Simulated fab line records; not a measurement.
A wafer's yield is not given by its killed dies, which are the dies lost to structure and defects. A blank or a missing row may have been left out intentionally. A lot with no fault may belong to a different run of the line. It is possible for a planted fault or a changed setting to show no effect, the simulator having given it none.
A lot that was struck, set against a sound lot :: flow nand-harc :: 15 steps out of a route of 1302
Sound: these wafers, L973.1, L973.5, L973.6. Wafers L988.3, L988.5, L988.6 were the ones struck. The cause is given at the end.
Order at every step that has rows: each side's tool, ch and its chambers, its first start. Under that, the readings that differ: sound wafers :: struck wafers :: difference of the means :: sigmas: that difference in standard deviations of wafers without a fault.
alike: readings whose means differ by less than 2 such deviations, and words and numbers that are the same on both sides. not compared: withheld readings, readings that some wafer has no value for, bounds like >300 that may hide the same value, and numbers for which the record gives no deviation and whose values overlap.
A row with sigmas, a row that says differs or no value, or rows on one side alone: a step with any of these is where the two part. Numbers that don't overlap but have no deviation are shown without sigmas and don't part them. Lack of a reading on every wafer of one side parts them only where that side has two or more wafers.

NHARC_P_GATE_CD_MEAS_46: the cd target is 720 nm.
  sound on cd-sem-02 ch 0, day 7 07:40; struck on cd-sem-02 ch 0, day 13 10:16
  alike: cd-nm
then, 1 step without rows for these wafers: NHARC_P_GATE_HARDBAKE_47 (time 80 s).
NHARC_P_GATE_DESCUM_48: chemistry O2, time 3 s.
  sound on rie-diel-12 ch 0,1, day 7 07:50; struck on rie-diel-02 ch 0,2,3, day 13 10:27
  alike: chamber-pressure-mTorr, drypump-motor-current-A, o2-flow-sccm, oes-product-au, rf-vpp-V, showerhead-plenum-p-Torr, throttle-valve-pct
  not compared: rf-hours-counter-h
next, for these wafers, 1 step has no rows: NHARC_P_GATE_IMPLANT_49.
NHARC_P_GATE_STRIP_111: strips in N2/H2, time 250 s.
  sound on plasma-asher-02 ch 0,1, day 7 08:14; struck on plasma-asher-02 ch 0,1, day 13 10:56
  alike: drypump-motor-current-A, heater-power-w
  not compared: rf-hours-counter-h
NHARC_P_GATE_STRIP_75: strips in O2.
  sound on plasma-asher-02 ch 0,1, day 7 08:31; struck on plasma-asher-02 ch 0,1, day 13 11:07
  alike: drypump-motor-current-A, heater-power-w
  not compared: rf-hours-counter-h
then, 6 steps without rows for these wafers: NHARC_P_GATE_STRIP_50 (strips in SPM, time 900 s); NHARC_P_GATE_DEHYDRATE_51 (time 120 s); NHARC_P_GATE_HMDS_52 (time 30 s); NHARC_P_GATE_COAT_53; NHARC_P_GATE_SOFTBAKE_54 (time 95 s); NHARC_P_GATE_EBR_55.
NHARC_P_GATE_EXPOSE_56: exposes mask P PSD, target cd 720 nm.
  sound on krf-scanner-04 ch 0, day 7 09:08; struck on krf-scanner-04 ch 0, day 13 11:55
reading: model.P_GATE.overlay-x-nm (nm)
sound: -12.99 -12.99 -12.99
struck: -84.96 -84.96 -84.96
difference: -71.97
sigmas: 
  alike: mask, reticle-temp-C
then, 1 step without rows for these wafers: NHARC_P_GATE_PEB_57 (peb time 85 s).
-- break in the record here, with 19 days between the starts of the struck wafers on either side (left off in module P_GATE, picked up again in module END, where the first step shown is number 1302 on the route) --
NHARC_END_SORT_01:
  here the record holds rows for the struck wafers (prober-01 ch 0, day 32 09:04) but none for the sound ones

WHERE THEY PART
Within this record, at NHARC_END_SORT_01 only.

WHY: what had been put in by the simulator
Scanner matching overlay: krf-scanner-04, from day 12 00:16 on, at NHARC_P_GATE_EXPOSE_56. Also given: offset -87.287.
